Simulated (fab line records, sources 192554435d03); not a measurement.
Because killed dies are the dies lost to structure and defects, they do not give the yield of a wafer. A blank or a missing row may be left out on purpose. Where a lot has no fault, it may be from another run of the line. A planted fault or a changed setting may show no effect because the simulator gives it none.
Matching of chambers | flow n5Finfet | rieDiel-01 running N5_BEOL_M10_STRIP_19: 4 sister chambers
The step strips in O2. 4 wafers are shown with their chamber, then 12 later ones without.

== WAFERS PAIRED WITH THEIR CHAMBERS ==
wafer  | chamber | drypumpMotorCurrentA (A)
L083.6 | 3       | 5.9
L087.2 | 0       | 6.2
L087.4 | 2       | 6.7
L087.5 | 1       | 5.2

== WAFERS WITHOUT THEIR CHAMBER ==
wafer  | drypumpMotorCurrentA (A)
L092.2 | 6.2
L092.4 | 5.9
L092.5 | 6.7
L095.4 | 6.2
L095.5 | 5.9
L095.6 | 6.2
L094.3 | 6.0
L094.4 | 6.7
L094.6 | 5.3
L093.2 | 5.9
L093.3 | 6.7
L093.4 | 5.3

== WHICH CHAMBER EACH ONE RAN IN ==
wafer  | from the rows above | in truth
L092.2 | 0                   | 0
L092.4 | 3                   | 3
L092.5 | 2                   | 2
L095.4 | 0                   | 0
L095.5 | 3                   | 3
L095.6 | 0                   | 0
L094.3 | 3                   | 3
L094.4 | 2                   | 2
L094.6 | 1                   | 1
L093.2 | 3                   | 3
L093.3 | 2                   | 2
L093.4 | 1                   | 1
12 of 12 placed correctly. Left unplaced by these rows: 0. Number placed wrongly: 0.
How it was worked out, from the rows above alone: a wafer's distance from a chamber is the root of the sum, over the readings, of the square of ((its reading less the chamber's mean) divided by the reading's scatter). If the next closest chamber is less than 2 further off than the closest, the wafer can't be placed; otherwise it belongs to the closest. Each chamber's mean is taken over the wafers shown for it. The scatter: with one shown wafer a chamber, the root of the mean of the squares of how far each hidden wafer lies from its nearest shown one.
